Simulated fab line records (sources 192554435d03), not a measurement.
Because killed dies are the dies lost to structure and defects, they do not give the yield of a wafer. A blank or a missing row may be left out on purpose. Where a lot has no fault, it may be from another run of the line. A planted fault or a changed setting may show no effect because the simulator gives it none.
A struck lot beside a sound one ; flow n5 finfet ; 15 out of 1938 route steps
Sound: the wafers L426.1, L426.2, L426.3. Struck: wafers L438.2, L438.6. (L438.1 of the same lot was not struck and is left out.) The cause comes at the end.
Order at every step that has rows: each side's tool, ch and its chambers, its first start. Under that, the readings that differ: sound wafers ; struck wafers ; difference of the means ; sigmas: that difference in standard deviations of wafers without a fault.
alike: a reading whose means differ by less than 2 such deviations, as well as words and numbers matching on both sides. not compared: withheld readings; readings where some wafer has no value; bounds like >300 that might hide an equal value; numbers whose values overlap and for which the record gives no deviation.
The two part at a step that has a row with sigmas, a row that says differs or no value, or rows on one side only. Numbers that don't overlap but have no deviation are shown without sigmas and don't part them. Lack of a reading on every wafer of one side parts them only where that side has two or more wafers.

first, 6 steps without rows for these wafers: N5_MIM_BOT_LITHO_EBR_04; N5_MIM_BOT_LITHO_SOFTBAKE_03 (time 90 s); N5_MIM_BOT_LITHO_EXPOSE_05 (exposes mask MIM BOT); N5_MIM_BOT_LITHO_PEB_06; N5_MIM_BOT_LITHO_DEVELOP_07 (develop time 60 s); N5_MIM_BOT_LITHO_HARDBAKE_09 (time 120 s).
N5_MIM_BOT_LITHO_CD_MEAS_08: target cd 3000 nm.
  sound on cd sem-03 ch 0, day 13 01:52; struck on cd sem-02 ch 0, day 15 23:47
  alike: cd nm
N5_MIM_BOT_LITHO_OVL_MEAS_11:
  sound on overlay-02 ch 0, day 13 01:54; struck on overlay-01 ch 0, day 15 23:49
  alike: MIM_BOT_OVL
N5_MIM_BOT_LITHO_INSPECT_12: inspects for defects (macro).
  sound on defect inspect-02 at day 13 01:55; struck on defect inspect-02 at day 15 23:50
  alike: raw defect count
N5_MIM_BOT_LITHO_DESCUM_10: chemistry O2, time 7.9 s.
  sound on rie diel-02 ch 0,1,3, day 13 02:00; struck on rie diel-02 ch 2, day 16 00:25
  alike: drypump motor current A, oes product au, rf vpp V, showerhead plenum p Torr, temp c, throttle valve pct
  not compared: rf hours counter h
N5_MIM_BOT_ETCH_ETCH_04: etches SiNx in CF4/O2, target depth 26 nm, time 13 s.
  sound on rie diel-02 ch 0,1,3, day 13 02:04; struck on rie diel-02 ch 2, day 16 00:28
  alike: bias w, drypump motor current A, oes product au, rf vpp V, showerhead plenum p Torr, throttle valve pct
  not compared: rf hours counter h
N5_MIM_BOT_ETCH_ETCH_03: etches the open film in Cl2/BCl3, target depth 12 nm.
  sound on rie metal-03 ch 0,1, day 13 02:09; struck on rie metal-02 ch 1, day 16 00:34
  alike: bias w, drypump motor current A, oes product au, throttle valve pct
  not compared: rf hours counter h
N5_MIM_BOT_ETCH_ETCH_00: etches TiN in Cl2/BCl3, target depth 45.5 nm.
  sound on rie metal-03 ch 0,1, day 13 02:14; struck on rie metal-02 ch 1, day 16 00:39
reading;sound;struck;difference;sigmas
throttle valve pct (%);22.03 21.78 22.01;21.67 21.68;-0.27;-3
model.etch.depth nm (nm);45.9 44.46 45.56;60.19 59.9;+14.74;
model.MIM_BOT_ETCH.cd offset nm (nm);-0.2 0 -0.2;-0.4 -0.6;-0.4;
  alike: bias w, drypump motor current A, oes product au
  not compared: rf hours counter h, model.coat_of_MIM_BOT_LITHO_COAT_02.thk nm
N5_MIM_BOT_ETCH_STRIP_01: strips in O2.
  sound on rie diel-04 ch 0,1,3, day 13 02:30; struck on rie diel-02 ch 0, day 16 00:48
  alike: drypump motor current A, oes product au, rf vpp V, showerhead plenum p Torr, temp c, throttle valve pct
  not compared: rf hours counter h
N5_PASSIVATION_PROBE_49:
  sound on prober-02 at day 13 10:24; struck on prober-02 at day 16 11:22
  alike: defect limited yield, killed_at_M0_to_M3, killed_at_M4_up, killed at contacts, killed at front end, killed at other, killed dies, killed on rim, killed open, killed short, sort_bin_5_function, sort_bin_6_memory, sort n pass, sort yield pct

## WHERE THEY PART
Within this record, at N5_MIM_BOT_ETCH_ETCH_00 only. Later steps at which nothing parts them and some readings are alike: N5_MIM_BOT_ETCH_STRIP_01, N5_PASSIVATION_PROBE_49.

WHY: the cause the simulator had injected
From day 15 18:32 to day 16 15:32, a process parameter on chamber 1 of rie metal-02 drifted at N5_MIM_BOT_ETCH_ETCH_00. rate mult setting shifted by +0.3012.
